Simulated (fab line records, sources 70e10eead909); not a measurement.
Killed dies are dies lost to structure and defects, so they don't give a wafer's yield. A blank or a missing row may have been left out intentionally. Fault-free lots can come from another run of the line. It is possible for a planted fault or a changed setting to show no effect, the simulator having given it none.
fab line records + flow nand-harc
record
- lots=7
- wafers=21
- last-day=33
route steps=1302 shown A_STAIRCASE@886 A_SGD_CUT@890
lots that met no fault: from a run of the same line without faults
start-h: the number of hours between the record's first day and the start of the first shown wafer of the lot + wait-h: hours elapsed since this lot's preceding step + " as in the row above + L1.1+2: several wafers, shown together as one row + - value missing, or start not given + * or withheld: withheld + < > ~ a bound
route shown NAME@n: names a module that has steps shown in the file, with the first one's number in the route + usual: average and standard deviation across the fault-free wafers + same: alike in all rows + chamber/n: place in a boat + sites: per-site readings + _std_site: the standard deviation of these + _edge_site: the outer-site mean with the inner-site mean subtracted + radius-mm: for every site, how far away it sits from the centre of the wafer + mask NAME#n: copy n + behind: the tool/chamber that last shaped the wafer + hold: why the lot was held/for how many hours/how that ended + device: which transistor (n, p or np) failed to switch + end of line: the same wafers' tests at the end of the route + step lacking rows: just its recipe + killed: dies lost to structure and defects at the first sort, not the wafer's yield + map: the dies of a wafer, with x for killed, . for not killed, _ for no die there
set.NAME: the run value of the setting; set.NAME@STEP: its run value at that earlier step + model.NAME: the simulator's own value behind a step, which no gauge read
lots seen at some steps along the route; tables by step, rows by wafer
services: when a tool's chamber went out of use (start-h, in hours from the record's first day, below 0 if earlier), for how many hours, and the reason
## steps
# step NHARC_A_STAIRCASE_CMP_472
# recipe
- material=SiO2
# usual
- edge-zone-pressure-frac=1.000/0.0051
- motor-current-A=12.6/0.95
- slurry-flow-ml-min=150.0/0.43
| lot.wafer | tool   | chamber | start-h | wait-h | edge-zone-pressure-frac | motor-current-A | slurry-flow-ml-min |
|-----------|--------|---------|---------|--------|-------------------------|-----------------|--------------------|
| L381.4    | cmp-04 | 3       | 442.43  | 0.2    | 0.996                   | 14.1            | 149.9              |
| L381.2    | "      | 0       | "       | "      | 1.004                   | 10.8            | 150.4              |
| L381.5    | "      | 2       | "       | "      | 1.002                   | 12.8            | 150.2              |
| L383.4    | cmp-04 | 0       | 464.56  | 0.2    | 0.992                   | 11.0            | 149.5              |
| L383.2    | "      | 1       | "       | "      | 0.997                   | 12.8            | 149.4              |
| L383.3    | "      | 2       | "       | "      | 0.998                   | 13.0            | 150.6              |
| L391.1    | cmp-01 | 0       | 551.17  | 0.2    | 0.993                   | 12.0            | 149.8              |
| L391.3    | "      | 2       | "       | "      | 1.001                   | 12.8            | 149.9              |
| L391.6    | "      | 0       | "       | "      | 0.997                   | 11.9            | 149.7              |
| L397.3    | cmp-02 | 3       | 596.53  | 0.2    | 0.994                   | 12.4            | 149.9              |
| L397.4    | "      | 1       | "       | "      | 0.996                   | 12.1            | 149.9              |
| L397.6    | "      | 3       | "       | "      | 0.995                   | 12.2            | 150.6              |
| L398.3    | cmp-01 | 2       | 619.33  | 0.3    | 0.997                   | 12.4            | 150.8              |
| L398.6    | "      | 0       | "       | "      | 0.997                   | 11.7            | 150.4              |
| L398.5    | "      | 1       | "       | "      | 1.010                   | 13.7            | 149.8              |
| L399.2    | cmp-01 | 0       | 635.64  | 0.2    | 1.001                   | 12.3            | 150.8              |
| L399.4    | "      | 2       | "       | "      | 1.018                   | 12.6            | 149.7              |
| L399.3    | "      | 3       | "       | "      | 1.001                   | 11.3            | 150.4              |
| L402.4    | cmp-04 | 1       | 635.75  | 0.1    | 0.999                   | 12.3            | 150.5              |
| L402.2    | "      | 3       | "       | "      | 1.006                   | 13.5            | 150.1              |
| L402.5    | "      | 1       | "       | "      | 1.004                   | 12.4            | 149.5              |
# step NHARC_A_STAIRCASE_SRD_474
# step NHARC_A_STAIRCASE_INSPECT_155
# usual
- raw-defect-count=403/110
| lot.wafer | tool              | chamber | start-h | wait-h | raw-defect-count |
|-----------|-------------------|---------|---------|--------|------------------|
| L381.2    | defect-inspect-01 | -       | 442.72  | 0.1    | 374              |
| L381.4    | "                 | -       | "       | "      | 377              |
| L381.5    | "                 | -       | "       | "      | 382              |
| L383.2    | defect-inspect-02 | -       | 464.88  | 0.1    | 340              |
| L383.3    | "                 | -       | "       | "      | 428              |
| L383.4    | "                 | -       | "       | "      | 434              |
| L391.1    | defect-inspect-01 | -       | 551.51  | 0.1    | 571              |
| L391.3    | "                 | -       | "       | "      | 477              |
| L391.6    | "                 | -       | "       | "      | 599              |
| L397.3    | defect-inspect-01 | -       | 596.85  | 0.1    | 218              |
| L397.4    | "                 | -       | "       | "      | 263              |
| L397.6    | "                 | -       | "       | "      | 217              |
| L398.3    | defect-inspect-02 | -       | 619.62  | 0.1    | 256              |
| L398.5    | "                 | -       | "       | "      | 341              |
| L398.6    | "                 | -       | "       | "      | 287              |
| L399.2    | defect-inspect-01 | -       | 635.98  | 0.1    | 455              |
| L399.3    | "                 | -       | "       | "      | 563              |
| L399.4    | "                 | -       | "       | "      | 365              |
| L402.2    | defect-inspect-02 | -       | 636.09  | 0.1    | 270              |
| L402.4    | "                 | -       | "       | "      | 520              |
| L402.5    | "                 | -       | "       | "      | 398              |
# step NHARC_A_SGD_CUT_DEP_00
# recipe
- target-thk-a=500
- temp-c=400
- target-thk-nm=50
- flow-sccm=200
- rf-w=450
- material=SiNx
# usual
- heater-power-w=686/67
| lot.wafer | tool     | chamber | start-h | wait-h | heater-power-w |
|-----------|----------|---------|---------|--------|----------------|
| L381.2    | pecvd-01 | 0       | 442.85  | 0.1    | 697            |
| L381.5    | "        | 2       | "       | "      | 556            |
| L381.4    | "        | 0       | "       | "      | 693            |
| L383.2    | pecvd-03 | 1       | 464.94  | 0.1    | 737            |
| L383.3    | "        | 0       | "       | "      | 800            |
| L383.4    | "        | 2       | "       | "      | 698            |
| L391.3    | pecvd-01 | 2       | 551.58  | 0.1    | 601            |
| L391.1    | "        | 1       | "       | "      | 763            |
| L391.6    | "        | 1       | "       | "      | 775            |
| L397.3    | pecvd-04 | 2       | 596.97  | 0.1    | 641            |
| L397.4    | "        | 0       | "       | "      | 795            |
| L397.6    | "        | 1       | "       | "      | 581            |
| L398.3    | pecvd-03 | 1       | 619.75  | 0.1    | 701            |
| L398.6    | "        | 2       | "       | "      | 681            |
| L398.5    | "        | 0       | "       | "      | 679            |
| L399.3    | pecvd-03 | 0       | 636.08  | 0.1    | 787            |
| L399.2    | "        | 1       | "       | "      | 704            |
| L399.4    | "        | 1       | "       | "      | 724            |
| L402.2    | pecvd-01 | 2       | 636.15  | 0.1    | 636            |
| L402.5    | "        | 2       | "       | "      | 642            |
| L402.4    | "        | 1       | "       | "      | 829            |
# step NHARC_A_SGD_CUT_DEHYDRATE_01
# recipe
- temp-c=150
- time-s=120
# step NHARC_A_SGD_CUT_HMDS_02
# recipe
- time-s=30
# step NHARC_A_SGD_CUT_COAT_56
# recipe
- temp-c=260
- time-s=75
# step NHARC_A_SGD_CUT_COAT_57
# recipe
- temp-c=225
- time-s=65
# step NHARC_A_SGD_CUT_COAT_03
# recipe
- spin-rpm=1500
- resist-thk-nm=90
# step NHARC_A_SGD_CUT_SOFTBAKE_04
# recipe
- temp-c=105
- time-s=55
# step NHARC_A_SGD_CUT_EBR_05
# step NHARC_A_SGD_CUT_EXPOSE_06
# recipe
- na=1.35
- dose-mj=85.59
- mask-id=SGD
# usual
- exposure-dose-mJ-cm2=85.60/0.085
| lot.wafer | tool            | chamber | start-h | wait-h | mask  | exposure-dose-mJ-cm2 |
|-----------|-----------------|---------|---------|--------|-------|----------------------|
| L381.2    | arfi-scanner-02 | 0       | 443.38  | -      | SGD#0 | 85.55                |
| L381.4    | "               | 0       | "       | "      | SGD#0 | 85.68                |
| L381.5    | "               | 0       | "       | "      | SGD#0 | 85.61                |
| L383.2    | arfi-scanner-01 | 0       | 465.53  | -      | SGD#0 | 85.65                |
| L383.3    | "               | 0       | "       | "      | SGD#0 | 85.58                |
| L383.4    | "               | 0       | "       | "      | SGD#0 | 85.61                |
| L391.1    | arfi-scanner-01 | 0       | 552.15  | -      | SGD#0 | 102.62               |
| L391.3    | "               | 0       | "       | "      | SGD#0 | 102.57               |
| L391.6    | "               | 0       | "       | "      | SGD#0 | 102.49               |
| L397.3    | arfi-scanner-03 | 0       | 597.38  | -      | SGD#0 | 85.53                |
| L397.4    | "               | 0       | "       | "      | SGD#0 | 85.71                |
| L397.6    | "               | 0       | "       | "      | SGD#0 | 85.59                |
| L398.3    | arfi-scanner-01 | 0       | 620.29  | -      | SGD#0 | 99.03                |
| L398.5    | "               | 0       | "       | "      | SGD#0 | 99.03                |
| L398.6    | "               | 0       | "       | "      | SGD#0 | 98.95                |
| L399.2    | arfi-scanner-01 | 0       | 636.51  | -      | SGD#0 | 93.92                |
| L399.3    | "               | 0       | "       | "      | SGD#0 | 93.86                |
| L399.4    | "               | 0       | "       | "      | SGD#0 | 93.91                |
| L402.2    | arfi-scanner-02 | 0       | 636.74  | -      | SGD#0 | 85.52                |
| L402.4    | "               | 0       | "       | "      | SGD#0 | 85.50                |
| L402.5    | "               | 0       | "       | "      | SGD#0 | 85.53                |
# step NHARC_A_SGD_CUT_PEB_07
# recipe
- peb-temp-c=100
- peb-time-s=65
# step NHARC_A_SGD_CUT_DEVELOP_08
# recipe
- develop-time-s=35
- dev-temp-c=23
# step NHARC_A_SGD_CUT_CD_MEAS_09
# recipe
- target-cd-nm=100
- landing-energy-ev=500
# usual
- cd-nm=100.1/0.43
| lot.wafer | tool      | chamber | start-h | wait-h | cd-nm |
|-----------|-----------|---------|---------|--------|-------|
| L381.2    | cd-sem-01 | 0       | 443.52  | -      | 100.4 |
| L381.4    | "         | 0       | "       | "      | 100.2 |
| L381.5    | "         | 0       | "       | "      | 100.9 |
| L383.2    | cd-sem-01 | 0       | 465.66  | -      | 99.1  |
| L383.3    | "         | 0       | "       | "      | 99.1  |
| L383.4    | "         | 0       | "       | "      | 99.3  |
| L391.1    | cd-sem-02 | 0       | 552.29  | -      | 113.4 |
| L391.3    | "         | 0       | "       | "      | 112.8 |
| L391.6    | "         | 0       | "       | "      | 113.2 |
| L397.3    | cd-sem-01 | 0       | 597.52  | -      | 100.3 |
| L397.4    | "         | 0       | "       | "      | 99.4  |
| L397.6    | "         | 0       | "       | "      | 100.3 |
| L398.3    | cd-sem-03 | 0       | 620.42  | -      | 110.6 |
| L398.5    | "         | 0       | "       | "      | 110.4 |
| L398.6    | "         | 0       | "       | "      | 111.2 |
| L399.2    | cd-sem-01 | 0       | 636.64  | -      | 106.6 |
| L399.3    | "         | 0       | "       | "      | 106.8 |
| L399.4    | "         | 0       | "       | "      | 106.7 |
| L402.2    | cd-sem-03 | 0       | 636.88  | -      | 100.4 |
| L402.4    | "         | 0       | "       | "      | 100.9 |
| L402.5    | "         | 0       | "       | "      | 100.5 |
# step NHARC_A_SGD_CUT_OVL_MEAS_10
# usual
- overlay-x-nm=-0.1/1
- overlay-y-nm=0.4/0.73
| lot.wafer | tool       | chamber | start-h | wait-h | overlay-x-nm | overlay-y-nm |
|-----------|------------|---------|---------|--------|--------------|--------------|
| L381.2    | overlay-01 | -       | 443.60  | -      | -2.0         | 0.3          |
| L381.4    | "          | -       | "       | "      | -1.7         | -0.3         |
| L381.5    | "          | -       | "       | "      | -1.6         | 0.0          |
| L383.2    | overlay-02 | -       | 465.75  | -      | -0.6         | 0.4          |
| L383.3    | "          | -       | "       | "      | -0.8         | 0.6          |
| L383.4    | "          | -       | "       | "      | -1.4         | 0.2          |
| L391.1    | overlay-01 | -       | 552.38  | -      | 0.1          | 0.7          |
| L391.3    | "          | -       | "       | "      | 0.2          | 0.3          |
| L391.6    | "          | -       | "       | "      | 0.0          | 0.9          |
| L397.3    | overlay-02 | -       | 597.60  | -      | 0.1          | 0.2          |
| L397.4    | "          | -       | "       | "      | 0.4          | -0.7         |
| L397.6    | "          | -       | "       | "      | -0.1         | -0.1         |
| L398.3    | overlay-01 | -       | 620.51  | -      | -0.2         | -0.6         |
| L398.5    | "          | -       | "       | "      | -0.2         | -0.7         |
| L398.6    | "          | -       | "       | "      | -0.4         | -1.0         |
| L399.2    | overlay-02 | -       | 636.74  | -      | -1.0         | 1.0          |
| L399.3    | "          | -       | "       | "      | -0.8         | 1.6          |
| L399.4    | "          | -       | "       | "      | -1.0         | 1.5          |
| L402.2    | overlay-01 | -       | 636.97  | -      | -0.2         | 0.6          |
| L402.4    | "          | -       | "       | "      | -0.7         | 1.0          |
| L402.5    | "          | -       | "       | "      | -0.2         | 1.3          |
## services
| tool            | chamber | start-h | hours | kind   |
|-----------------|---------|---------|-------|--------|
| arfi-scanner-01 | -       | 433.58  | 4.0   | pm     |
| cmp-04          | -       | 444.74  | 0.6   | repair |
| cmp-04          | -       | 479.30  | 1.4   | repair |
| cmp-01          | -       | 479.82  | 4.0   | pm     |
| arfi-scanner-02 | -       | 484.00  | 4.0   | pm     |
| cmp-04          | -       | 486.81  | 0.5   | repair |
| pecvd-01        | -       | 492.56  | 2.3   | repair |
| pecvd-01        | -       | 498.23  | 13.0  | pm     |
| cmp-04          | -       | 503.07  | 4.0   | pm     |
| cmp-01          | -       | 505.42  | 2.6   | repair |
| arfi-scanner-01 | -       | 519.96  | 1.5   | repair |
| cmp-04          | -       | 527.58  | 1.5   | repair |
| cmp-01          | -       | 536.49  | 1.5   | repair |
| pecvd-03        | -       | 547.00  | 13.0  | pm     |
| cmp-01          | -       | 549.24  | 1.0   | repair |
| cmp-01          | -       | 577.95  | 4.0   | pm     |
| cmp-04          | -       | 583.16  | 4.5   | repair |
| arfi-scanner-01 | -       | 587.43  | 2.2   | repair |
| cmp-04          | -       | 601.07  | 4.0   | pm     |
| arfi-scanner-02 | -       | 603.36  | 2.4   | repair |
| arfi-scanner-01 | -       | 605.58  | 4.0   | pm     |
| arfi-scanner-01 | -       | 609.78  | 1.1   | repair |
| arfi-scanner-02 | -       | 631.02  | 3.3   | repair |
| cmp-01          | -       | 633.00  | 0.6   | repair |
## key
first-sign
- step=NHARC_A_SGD_CUT_EXPOSE_06
- reading=exposure-dose-mJ-cm2
- direction=up
- sigmas=99+
- usual=85.60
- struck=98.49
effect
- step=NHARC_A_SGD_CUT_CD_MEAS_09
- reading=cd-nm
- direction=up
- sigmas=23
- usual=100.1
- struck=110.2
- through=control-loop
met-at NHARC_A_SGD_CUT_EXPOSE_06
struck-wafers L391.1,L391.3,L391.6,L398.3,L398.5,L398.6,L399.2,L399.3,L399.4
tester-left-out L391,L398,L399
loop-trim
- step=NHARC_A_SGD_CUT_EXPOSE_06
- setting=dose
- lots=L398,L399
onset-between 465.53 552.15
fault
- kind=process-parameter-drift
- tool=arfi-scanner-01
- chamber=-
- onset-h=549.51
- steps=NHARC_A_SGD_CUT_EXPOSE_06
- channel=dose-mj
- offset=16.853
- shape=step
- acts-in=these-recipes-only
- stated=85.59
# tester-left-out: of these lots the tester's yield and bins aren't shown, on N5 and GAA mostly nor the transistor test; their killed dies are dies lost to structure and defects alone, not to doping, threshold or leakage, so they don't give the yield
# loop-trim: a control loop set the setting to another value than it would have without faults
